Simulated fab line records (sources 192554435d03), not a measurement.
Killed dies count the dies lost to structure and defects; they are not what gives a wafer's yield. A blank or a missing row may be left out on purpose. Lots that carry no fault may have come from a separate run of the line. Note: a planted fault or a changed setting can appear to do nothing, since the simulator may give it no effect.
A lot that was struck, set against a sound lot :: flow n5 finfet :: 45 out of 1938 route steps
Sound: these wafers, L590.1, L590.5, L590.6. Struck: wafer L591.2 (left out: L591.3, a lot-mate that was not struck); the cause follows at the end.
At each step with rows: each side's tool, then ch and its chambers, then its first start. Under that, the readings that differ: sound wafers :: struck wafers :: difference of the means :: sigmas: that difference in standard deviations of wafers without a fault.
alike: same words and numbers on both sides, and readings whose means sit less than 2 such deviations apart. not compared: any withheld reading, any reading some wafer has no value for, any bound like >300 that may hide the same value, and any number with overlapping values for which the record gives no deviation.
Wherever a step has rows on one side only, a row that says differs or no value, or a row with sigmas, the two part there. Numbers that don't overlap but have no deviation are shown without sigmas and don't part them. Lack of a reading on every wafer of one side parts them only where that side has two or more wafers.

first, 11 steps without rows for these wafers: N5_BEOL_M4_DESCUM_33 (chemistry O2, time 7 s); N5_BEOL_M4_ETCH_77 (etches underlayer in N2/H2, target depth 6.5 nm, time 5.2 s); N5_BEOL_M4_ETCH_69 (etches SiARC in CF4, target depth 15.6 nm, time 26 s); N5_BEOL_M4_ALD_98 (deposits SiO2, target thk 2.5 nm, pulse time 1 s, co reactant pulse time 1 s); N5_BEOL_M4_ETCHBACK_99 (etches SiO2 in CHF3, target depth 5 nm, time 10.4 s); N5_BEOL_M4_ETCH_70 (etches SOC in N2/H2, target depth 80 nm, overetch 24 nm, time 130 s); N5_BEOL_M4_STRIP_71 (strips in N2/H2); N5_BEOL_M4_STRIP_78 (strips in N2/H2); N5_BEOL_M4_VIA_ETCH_34 (etches the open film in C4F6/O2, target depth 69.4 nm, time 65.9 s); N5_BEOL_M4_STRIP_83 (strips in C4F6/O2); N5_BEOL_M4_STRIP_36 (strips in N2/H2).
N5_BEOL_M4_TRENCH_ETCH_37: etches SiOC in C4F6/O2, target depth 55.555 nm, time 29.2 s.
  sound on rie diel-02 ch 1,2, day 11 03:08; struck on rie diel-02 ch 0, day 11 13:17
reading: run length s (s)
sound: 52.4 52.4 52.7
struck: 41.6
difference: -10.9
sigmas: -23

reading: model.BEOL_M4.feature depth nm (nm)
sound: 56.8 57 53.8
struck: 35.4
difference: -20.5
sigmas: 

reading: model.etch.depth nm (nm)
sound: 56.84 57 53.7
struck: 35.41
difference: -20.44
sigmas: 

reading: model.TiN_of_BEOL_M4_HM_DEP_02.thk nm (nm)
sound: 17.6 17.8 18
struck: 18.6
difference: +0.8
sigmas: 
  alike: drypump motor current A, mfc ar sccm, oes_ar_750_au, oes_f_703_au, oes product au, rf vpp V, showerhead plenum p Torr, throttle valve pct
  not compared: bias w, rf hours counter h
then, 2 steps without rows for these wafers: N5_BEOL_M4_ETCH_41 (etches SiCN in CH3F/O2, target depth 29.9 nm, time 52.5 s); N5_BEOL_M4_STRIP_97 (strips in N2/H2, time 10 s).
N5_BEOL_M4_OCD_MEAS_38:
  sound: ocd-01 at day 11 03:17; struck: ocd-02 at day 11 13:26
reading: trench depth nm (nm)
sound: 57.3 57.0 53.6
struck: 35.4
difference: -20.6
sigmas: -14
then, 25 steps without rows for these wafers: N5_BEOL_M4_HM_STRIP_39 (strips TiN in peroxide tin strip, target depth 25 nm, time 158 s); N5_BEOL_M4_SRD_40 (time 30 s); N5_BEOL_M4_PRECLEAN_42 (cleans in residue remover, time 60 s); N5_BEOL_M4_SRD_43 (time 30 s); N5_BEOL_M4_DEGAS_44 (time 60 s); N5_BEOL_M4_PRE_CLEAN_45 (time 30 s); N5_BEOL_M4_ALD_84 (deposits TaN, pulse time 2 s, purge time 3 s, co reactant purge time 2 s); N5_BEOL_M4_SURFACE_TREAT_85; N5_BEOL_M4_CVD_47 (deposits Co from CCTBA/H2, target thk 3 nm, time 223.8 s); N5_BEOL_M4_SPUTTER_48 (material Cu, target thk 4.5 nm, time 8.29 s); N5_BEOL_M4_ANNEAL_49 (time 240 s); N5_BEOL_M4_SPUTTER_79 (material Cu, target thk 4.5 nm, time 8.29 s); N5_BEOL_M4_ANNEAL_80 (time 240 s); N5_BEOL_M4_SPUTTER_81 (material Cu, target thk 4.5 nm, time 8.29 s); N5_BEOL_M4_ANNEAL_82 (time 240 s); N5_BEOL_M4_SPUTTER_86 (material Cu, target thk 4.5 nm, time 8.29 s); N5_BEOL_M4_ANNEAL_87 (time 240 s); N5_BEOL_M4_SPUTTER_88 (material Cu, target thk 4.5 nm, time 8.29 s); N5_BEOL_M4_ANNEAL_89 (time 240 s); N5_BEOL_M4_SPUTTER_90 (material Cu, target thk 4.5 nm, time 8.29 s); N5_BEOL_M4_ANNEAL_91 (time 240 s); N5_BEOL_M4_SPUTTER_92 (material Cu, target thk 4.5 nm, time 8.29 s); N5_BEOL_M4_ANNEAL_93 (time 240 s); N5_BEOL_M4_SPUTTER_94 (material Cu, target thk 4.5 nm, time 8.29 s); N5_BEOL_M4_ANNEAL_95 (time 240 s).
N5_BEOL_M4_CMP_52: polishes, stops on SiOC, t overpolish 6.8 s, target thk 40 nm.
  sound on cmp-03 ch 1,2, day 11 08:31; struck on cmp-01 ch 3, day 11 16:37
reading: model.Cu_of_BEOL_M4_ECD_50.thk nm (nm)
sound: 40.6 41 37.2
struck: 20.6
difference: -19.0
sigmas: 
  alike: edge zone pressure frac, motor current A
N5_BEOL_M4_THK_MEAS_53: measures by xrf.
  sound: film metro-01 at day 11 08:49; struck: film metro-02 at day 11 16:55
reading: M4_THK (nm)
sound: 40.4 40.7 37.2
struck: 20.7
difference: -18.7
sigmas: -11
N5_BEOL_M4_RS_MEAS_58: measurement is done with a four-point probe.
  sound: film metro-01 at day 11 09:04; struck: film metro-02 at day 11 17:14
reading: M4_RS (ohm/sq)
sound: 0.65 0.65 0.73
struck: 1.62
difference: +0.94
sigmas: +24
N5_BEOL_M4_RC_MEAS_101:
  sound on prober-02 ch 0, day 11 09:07; struck on prober-02 ch 0, day 11 17:26
reading: SERP_M4 (ohm/um)
sound: 183 195 214
struck: 377
difference: +180
sigmas: +12

reading: SERP_M4_max_site (ohm/um)
sound: 204 207 229
struck: 447
difference: +234
sigmas: +15
  alike: DIBL_N, DIBL_P, IOFF_N, IOFF_P, ION_N, ION_P, SS_N, SS_P, VT_N, VT_P
-- record jumps: 6 days separate the struck wafers' starts on either side; left off in module BEOL_M4, taken up again in module PASSIVATION, whose first shown step is the route's number 1936 --
N5_PASSIVATION_PROBE_49:
  sound: prober-02 at day 16 15:42; struck: prober-01 at day 17 05:39
reading: defect limited yield (%)
sound: 93.6 94.3 93.2
struck: 83.2
difference: -10.5
sigmas: -8

reading: killed_at_M4_up
sound: 16 11 6
struck: 105
difference: +94
sigmas: +20

reading: killed at front end
sound: 23 20 34
struck: 54
difference: +28
sigmas: +2

reading: killed dies
sound: 75 67 80
struck: 198
difference: +124
sigmas: +7

reading: killed on rim
sound: 8 8 15
struck: 35
difference: +25
sigmas: +6

reading: killed short
sound: 27 24 21
struck: 51
difference: +27
sigmas: +4

reading: sort_bin_6_memory (%)
sound: 2.3 1.9 1.6
struck: 3.4
difference: +1.5
sigmas: +2

reading: sort_bin_8_speed (%)
sound: 0 0 0
struck: 7.54
difference: +7.54
sigmas: +99 or more

reading: sort n pass
sound: 1105 1113 1100
struck: 982
difference: -124
sigmas: -7
  alike: killed_at_M0_to_M3, killed at contacts, killed at other, killed open, sort_bin_5_function

## WHERE THEY PART
Last at N5_PASSIVATION_PROBE_49 as far as this record goes, first at N5_BEOL_M4_TRENCH_ETCH_37.

WHY: what the simulator had put in
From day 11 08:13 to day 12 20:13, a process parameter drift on rie diel-02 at N5_BEOL_M4_TRENCH_ETCH_37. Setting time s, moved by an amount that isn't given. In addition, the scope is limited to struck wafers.
